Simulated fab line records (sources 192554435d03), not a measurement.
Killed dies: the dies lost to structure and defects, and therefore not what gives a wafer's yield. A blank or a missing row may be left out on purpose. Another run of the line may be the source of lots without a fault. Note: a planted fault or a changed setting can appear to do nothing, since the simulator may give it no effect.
What tool caused it?    flow n5_finfet    30 wafers from 10 lots sampled at 6 of the route's 1938 steps

WHAT THE GAUGES READ, wafer by wafer
N5_BEOL_M4_RC_MEAS_101.
lot   measured      on         DIBL_N (mV/V)
L412  day 7 22:14   prober-01  33.2 34.0 32.9
L417  day 8 23:52   prober-02  36.4 37.0 36.4
L420  day 9 18:08   prober-01  35.6 36.1 34.8
L425  day 11 04:47  prober-02  36.8 35.7 36.5
L427  day 11 15:17  prober-01  39.8 38.1 38.0
L428  day 11 15:35  prober-02  36.1 35.4 37.2
L431  day 12 18:56  prober-02  37.5 34.7 36.6
L432  day 13 17:08  prober-01  34.9 35.7 36.4
L435  day 14 16:55  prober-02  34.9 40.0 37.2
L434  day 15 05:43  prober-01  35.2 34.7 36.7

WHICH TOOL RAN EACH LOT (tool, then ch and the chambers of the sampled wafers, then the start)
lot   N5_BEOL_M4_ANNEAL_49          N5_BEOL_M4_ANNEAL_80          N5_BEOL_M4_SPUTTER_81         N5_BEOL_M4_ECD_50               N5_BEOL_M4_CMP_52
L412  pvd_sputter-03, day 7 19:25   pvd_sputter-03, day 7 19:38   pvd_sputter-03, day 7 19:46   ecd_cu-01 ch 0,1, day 7 21:13   cmp-01 ch 1,2,3, day 7 21:35
L417  pvd_sputter-02, day 8 21:05   pvd_sputter-02, day 8 21:19   pvd_sputter-02, day 8 21:27   ecd_cu-02 ch 0,1, day 8 22:53   cmp-03 ch 0,1,3, day 8 23:18
L420  pvd_sputter-01, day 9 15:02   pvd_sputter-01, day 9 15:16   pvd_sputter-01, day 9 15:24   ecd_cu-02 ch 0,1, day 9 16:51   cmp-03 ch 0,1, day 9 17:13
L425  pvd_sputter-02, day 11 01:59  pvd_sputter-02, day 11 02:13  pvd_sputter-02, day 11 02:21  ecd_cu-01 ch 0,1, day 11 03:47  cmp-04 ch 1,2,3, day 11 04:11
L427  pvd_sputter-02, day 11 12:30  pvd_sputter-02, day 11 12:43  pvd_sputter-02, day 11 12:52  ecd_cu-02 ch 1, day 11 14:18    cmp-01 ch 0,2,3, day 11 14:43
L428  pvd_sputter-03, day 11 12:47  pvd_sputter-03, day 11 13:01  pvd_sputter-03, day 11 13:09  ecd_cu-01 ch 0,1, day 11 14:35  cmp-03 ch 0,1,2, day 11 15:04
L431  pvd_sputter-01, day 12 15:40  pvd_sputter-01, day 12 15:53  pvd_sputter-01, day 12 16:02  ecd_cu-01 ch 0,1, day 12 17:28  cmp-04 ch 2,3, day 12 18:09
L432  pvd_sputter-03, day 13 13:50  pvd_sputter-03, day 13 14:03  pvd_sputter-03, day 13 14:11  ecd_cu-01 ch 0,1, day 13 15:39  cmp-03 ch 2,3, day 13 16:01
L435  pvd_sputter-03, day 14 13:58  pvd_sputter-03, day 14 14:11  pvd_sputter-03, day 14 14:19  ecd_cu-02 ch 0,1, day 14 15:46  cmp-01 ch 0,1,3, day 14 16:20
L434  pvd_sputter-02, day 15 02:52  pvd_sputter-02, day 15 03:05  pvd_sputter-02, day 15 03:14  ecd_cu-01 ch 0,1, day 15 04:40  cmp-04 ch 0,1,2, day 15 05:02
- N5_BEOL_M4_ANNEAL_49: time 240 s.
- N5_BEOL_M4_ANNEAL_80: time 240 s.
- N5_BEOL_M4_SPUTTER_81: material Cu, target thk 4.5 nm, time 8.29 s.
- N5_BEOL_M4_ECD_50: material Cu, target thk 300 nm.
- N5_BEOL_M4_CMP_52: polishes, stops on SiOC, t overpolish 6.8 s, target thk 40 nm.

THE ANSWER, worked out from the rows above alone
Rule: the usual values come from the lots themselves. The widest of any qualifying gaps counts: lots, ordered by their means at a reading, are off when they make up no more than a third of the lots, leave a main group of 4 or more, and stand apart from it by 3 or more times the standard deviation of that group's means. If all means in a main group match to the digits the tables above print for the reading, that group is not used. A lot without any number at a reading at which 4 lots or more have one is off too. The other lots that the step has rows for count as sound.
No lot is off on any of the readings shown, so nothing can be concluded from this.

WHAT THE SIMULATOR PUT IN
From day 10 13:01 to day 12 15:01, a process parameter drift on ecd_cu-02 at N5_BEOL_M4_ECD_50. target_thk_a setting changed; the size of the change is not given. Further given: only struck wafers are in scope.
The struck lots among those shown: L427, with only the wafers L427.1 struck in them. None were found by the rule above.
